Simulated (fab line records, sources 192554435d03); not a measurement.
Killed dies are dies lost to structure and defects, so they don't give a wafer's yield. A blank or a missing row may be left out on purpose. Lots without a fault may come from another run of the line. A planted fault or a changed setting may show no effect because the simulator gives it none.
Chamber matching | flow n5_finfet | N5_GATE_CUT_PECVD_57 on pecvd-02: 3 sister chambers
The step deposits SiNx from SiH4/NH3/N2, target thk 21 nm. 3 wafers are shown with their chamber, then 7 later ones without.

WAFERS WITH THEIR CHAMBER
wafer  | chamber | throttle_valve_pct (%)
L078.5 | 2       | 40.1
L082.1 | 0       | 39.6
L082.2 | 1       | 41.5

WAFERS WITHOUT THEIR CHAMBER
wafer  | throttle_valve_pct (%)
L082.4 | 40.0
L084.1 | 40.2
L084.3 | 41.6
L084.5 | 40.3
L086.1 | 39.7
L086.4 | 39.9
L086.5 | 41.8

WHICH CHAMBER EACH WENT THROUGH
wafer  | from the rows above     | in truth
L082.4 | can't be placed: 2 or 0 | 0
L084.1 | 2                       | 2
L084.3 | 1                       | 1
L084.5 | 2                       | 2
L086.1 | can't be placed: 0 or 2 | 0
L086.4 | can't be placed: 2 or 0 | 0
L086.5 | 1                       | 1
Placed correctly: 4 of 7. Can't be placed from these rows: 3 (the true chamber is among the candidates in 3). Placed wrongly: 0.
How it was worked out, from the rows above alone: a wafer's distance from a chamber is the root of the sum, over the readings, of the square of ((its reading less the chamber's mean) divided by the reading's scatter). The wafer belongs to the nearest chamber; if the next one is less than 2 further off, it can't be placed. A chamber's mean is the mean of its shown wafers. The scatter: with one shown wafer a chamber, the root of the mean of the squares of how far each hidden wafer lies from its nearest shown one.
